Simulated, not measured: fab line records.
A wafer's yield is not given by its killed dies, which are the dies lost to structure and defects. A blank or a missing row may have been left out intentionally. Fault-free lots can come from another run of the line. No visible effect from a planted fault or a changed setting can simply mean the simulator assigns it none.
Matching of chambers || flow nand-harc || NHARC_P_M1_CMP_23 on cmp-03: 4 sister chambers
The step polishes, t overpolish 20 s, target thk 157.82 nm. 18 wafers are shown with their chamber, then 9 later ones without.

== WAFERS WITH THEIR CHAMBER ==
{"wafer": "L076.1", "chamber": 3, "motor-current-A (A)": 13.1, "time-to-endpoint-s (s)": 30}
{"wafer": "L076.4", "chamber": 1, "motor-current-A (A)": 11.0, "time-to-endpoint-s (s)": 25}
{"wafer": "L076.6", "chamber": 3, "motor-current-A (A)": 12.5, "time-to-endpoint-s (s)": 29}
{"wafer": "L077.3", "chamber": 1, "motor-current-A (A)": 11.6, "time-to-endpoint-s (s)": 28}
{"wafer": "L077.5", "chamber": 3, "motor-current-A (A)": 13.6, "time-to-endpoint-s (s)": 33}
{"wafer": "L077.6", "chamber": 2, "motor-current-A (A)": 12.4, "time-to-endpoint-s (s)": 30}
{"wafer": "L078.3", "chamber": 0, "motor-current-A (A)": 10.5, "time-to-endpoint-s (s)": 28}
{"wafer": "L078.4", "chamber": 1, "motor-current-A (A)": 10.9, "time-to-endpoint-s (s)": 25}
{"wafer": "L078.6", "chamber": 3, "motor-current-A (A)": 13.0, "time-to-endpoint-s (s)": 32}
{"wafer": "L082.3", "chamber": 1, "motor-current-A (A)": 11.2, "time-to-endpoint-s (s)": 26}
{"wafer": "L082.5", "chamber": 2, "motor-current-A (A)": 12.1, "time-to-endpoint-s (s)": 30}
{"wafer": "L082.6", "chamber": 1, "motor-current-A (A)": 11.9, "time-to-endpoint-s (s)": 28}
{"wafer": "L085.4", "chamber": 0, "motor-current-A (A)": 10.2, "time-to-endpoint-s (s)": 31}
{"wafer": "L085.5", "chamber": 0, "motor-current-A (A)": 10.5, "time-to-endpoint-s (s)": 27}
{"wafer": "L085.6", "chamber": 1, "motor-current-A (A)": 11.6, "time-to-endpoint-s (s)": 24}
{"wafer": "L088.1", "chamber": 2, "motor-current-A (A)": 11.8, "time-to-endpoint-s (s)": 27}
{"wafer": "L088.2", "chamber": 0, "motor-current-A (A)": 10.5, "time-to-endpoint-s (s)": 27}
{"wafer": "L088.3", "chamber": 1, "motor-current-A (A)": 11.2, "time-to-endpoint-s (s)": 25}

SIGNATURES (averages over the wafers above)
{"reading": "motor-current-A", "chamber 0": 10.425, "chamber 1": 11.343, "chamber 2": 12.100, "chamber 3": 13.050, "scatter within a chamber": 0.344}
{"reading": "time-to-endpoint-s", "chamber 0": 28.25, "chamber 1": 25.86, "chamber 2": 29.00, "chamber 3": 31.00, "scatter within a chamber": 1.72}
Rule: for a wafer and a chamber, the distance is found by dividing, reading by reading, the gap between the wafer's reading and the chamber's mean by the reading's scatter, squaring, summing and taking the root. If the next closest chamber is less than 2 further off than the closest, the wafer can't be placed; otherwise it belongs to the closest. How the scatter is found: for the shown wafers, subtract from each reading the mean of its chamber, square and add these, divide the total by (wafers less chambers), then take the root.

== WAFERS WHOSE CHAMBER IS MISSING ==
{"wafer": "L088.4", "motor-current-A (A)": 12.4, "time-to-endpoint-s (s)": 30}
{"wafer": "L088.5", "motor-current-A (A)": 10.4, "time-to-endpoint-s (s)": 27}
{"wafer": "L088.6", "motor-current-A (A)": 12.7, "time-to-endpoint-s (s)": 30}
{"wafer": "L093.2", "motor-current-A (A)": 13.1, "time-to-endpoint-s (s)": 28}
{"wafer": "L093.3", "motor-current-A (A)": 10.4, "time-to-endpoint-s (s)": 24}
{"wafer": "L093.4", "motor-current-A (A)": 11.3, "time-to-endpoint-s (s)": 24}
{"wafer": "L094.4", "motor-current-A (A)": 10.0, "time-to-endpoint-s (s)": 26}
{"wafer": "L094.5", "motor-current-A (A)": 12.9, "time-to-endpoint-s (s)": 28}
{"wafer": "L094.6", "motor-current-A (A)": 12.1, "time-to-endpoint-s (s)": 26}

== WHICH CHAMBER EACH WENT THROUGH ==
{"wafer": "L088.4", "from the rows above": "can't be placed: 2 or 3", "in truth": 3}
{"wafer": "L088.5", "from the rows above": 0, "in truth": 0}
{"wafer": "L088.6", "from the rows above": "can't be placed: 3 or 2", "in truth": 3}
{"wafer": "L093.2", "from the rows above": "can't be placed: 3 or 2", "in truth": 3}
{"wafer": "L093.3", "from the rows above": "can't be placed: 0 or 1", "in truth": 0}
{"wafer": "L093.4", "from the rows above": 1, "in truth": 1}
{"wafer": "L094.4", "from the rows above": 0, "in truth": 0}
{"wafer": "L094.5", "from the rows above": "can't be placed: 3 or 2", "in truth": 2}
{"wafer": "L094.6", "from the rows above": "can't be placed: 2 or 1", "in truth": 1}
3 of 9 placed correctly. Unplaceable from these rows: 6, with the true chamber sitting among the candidates in 6. Number placed wrongly: 0.
